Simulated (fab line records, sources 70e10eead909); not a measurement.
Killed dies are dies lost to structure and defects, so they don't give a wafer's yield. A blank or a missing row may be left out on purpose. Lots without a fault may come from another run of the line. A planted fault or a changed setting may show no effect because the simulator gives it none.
One fault seen from 2 desks | flow nand_harc | each desk has only its own numbers; what lay behind them comes last

THE TOOL OWNER'S DESK: pecvd_onon-01
The tool's own readings at NHARC_A_ONON_D1_DEP_28 (target thk 1000 nm): means of the sampled wafers that have a number, for each lot that ran on this tool. A lot is out of limits, marked OUT, if its mean lies more than 4 standard deviations from the usual mean; the brackets give that distance.
Columns: A = susceptor_temp_C at NHARC_A_ONON_D1_DEP_28, usual 399.99 C
lot  | first seen here | A
L819 | day 8 10:12     | 399.97
L831 | day 13 18:13    | 399.91
L832 | day 14 12:34    | 400.03
L839 | day 17 04:09    | 399.88
L841 | day 18 03:46    | 399.83
This desk's finding: nothing out of limits on any of the 5 lots.

THE METROLOGY DESK
What the gauges read, lot by lot, whatever tool the lot ran on: means of the sampled wafers that have a number. A lot is out of limits, marked OUT, if its mean lies more than 4 standard deviations from the usual mean; the brackets give that distance.
Columns: A = thk_nm at NHARC_A_ONON_D1_THK_MEAS_11, usual 1000 nm; B = thk_nm at NHARC_A_ONON_D1_THK_MEAS_30, usual 1000 nm
lot  | first seen here | A    | B
L818 | day 7 17:50     | 995  | 1010
L819 | day 7 23:49     | 1019 | 1006
L820 | day 8 12:49     | 995  | 997
L821 | day 9 08:31     | 988  | 999
L822 | day 9 08:32     | 999  | 982
L831 | day 13 07:46    | 993  | 1574 (+57) OUT
L833 | day 14 01:15    | 1001 | 1010
L832 | day 14 01:16    | 993  | 1579 (+58) OUT
L834 | day 14 21:37    | 1026 | 1000
L836 | day 15 13:23    | 988  | 996
L837 | day 15 13:23    | 990  | 1000
L838 | day 16 05:57    | 1006 | 1009
L839 | day 16 18:03    | 998  | 1015
L841 | day 17 15:30    | 1004 | 991
This desk's finding: out of limits on L831, L832; first on L831, day 13 18:40 (thk_nm at NHARC_A_ONON_D1_THK_MEAS_30). In limits: L818, L819, L820, L821, L822, L833, L834, L836, L837, L838, L839, L841.

PUT TOGETHER
The metrology desk could have raised an alarm at day 13 18:40, on L831, L832.
The tool owner's desk saw nothing out of limits.
The tool owner's desk has L831, L832 on record, within its limits.
Of the lots named, all ran NHARC_A_ONON_D1_DEP_28 on pecvd_onon-01.

WHAT THE SIMULATOR HAD PUT IN
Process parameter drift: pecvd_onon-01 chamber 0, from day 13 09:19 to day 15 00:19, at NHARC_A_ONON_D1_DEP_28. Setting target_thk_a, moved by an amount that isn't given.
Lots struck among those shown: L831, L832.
Hours from the fault's start to each desk's first reading out of limits: the metrology desk, 9.
